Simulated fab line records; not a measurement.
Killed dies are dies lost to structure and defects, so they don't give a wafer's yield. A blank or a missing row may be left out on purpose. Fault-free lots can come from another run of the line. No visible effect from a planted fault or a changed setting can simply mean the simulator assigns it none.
The same fault as seen by 2 desks	flow nand-harc	only its own numbers are on each desk; what lay behind them is given at the end

THE DEFECT DESK
Counts from the inspections along the route, per lot, as means over the sampled wafers that have a number. Marked OUT: a lot whose mean sits more than 4 standard deviations from the usual mean, which makes it out of limits; the brackets give that distance.
Columns: A = raw-defect-count at NHARC_A_SOURCE_PLATE_INSPECT_08, usual 74
lot	first seen here	A
L542	day 7 11:58	76
L543	day 7 11:58	59
L544	day 7 19:16	66
L545	day 8 02:56	80
L548	day 8 20:32	91
L547	day 8 20:35	97
L550	day 9 08:42	73
L556	day 10 18:23	60
L557	day 11 11:11	74
L559	day 11 16:54	65
L560	day 12 03:42	48
L562	day 12 12:35	66
L563	day 12 12:35	38
L565	day 13 05:05	95
This desk's verdict: no lot among the 14 shows anything out of limits.

AT THE METROLOGY DESK
Lot by lot, what the gauges showed, no matter which tool ran the lot: averages of those sampled wafers that carry a number. Marked OUT: a lot whose mean sits more than 4 standard deviations from the usual mean, which makes it out of limits; the brackets give that distance.
Columns: A = thk-nm at NHARC_A_ONON_D1_THK_MEAS_05, usual 1000 nm; B = thk-nm at NHARC_A_ONON_D1_THK_MEAS_27, usual 1000 nm
lot	first seen here	A	B
L542	day 7 13:06	993	999
L543	day 7 13:07	998	994
L544	day 7 20:24	1003	992
L545	day 8 04:05	991	1005
L548	day 8 21:40	1004	1008
L547	day 8 21:43	1009	1503 (+50) OUT
L550	day 9 09:58	991	1262 (+26) OUT
L556	day 10 19:31	979	973
L557	day 11 12:20	990	982
L559	day 11 18:04	1013	1006
L560	day 12 04:52	1001	1012
L562	day 12 13:43	1010	1007
L563	day 12 13:43	1006	988
L565	day 13 06:14	1007	1002
Finding of this desk: L547, L550 out of limits; the first was L547 at day 9 08:13, on thk-nm at NHARC_A_ONON_D1_THK_MEAS_27. L542, L543, L544, L545, L548, L556, L557, L559, L560, L562, L563, L565 stayed within limits.

BROUGHT TOGETHER
L547, L550 would have let the metrology desk raise an alarm at day 9 08:13.
Nothing the defect desk looked at was out of limits.
The defect desk has L547, L550 on record, within its limits.
NHARC_A_ONON_D1_DEP_25 was run on pecvd-onon-02 by each of the lots named.

WHAT HAD BEEN PUT IN BY THE SIMULATOR
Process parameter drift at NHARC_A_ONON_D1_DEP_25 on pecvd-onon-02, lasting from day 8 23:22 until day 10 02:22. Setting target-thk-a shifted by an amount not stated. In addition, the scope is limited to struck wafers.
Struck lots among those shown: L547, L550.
Delay in hours, fault start to first out-of-limits reading, per desk: metrology desk 9.
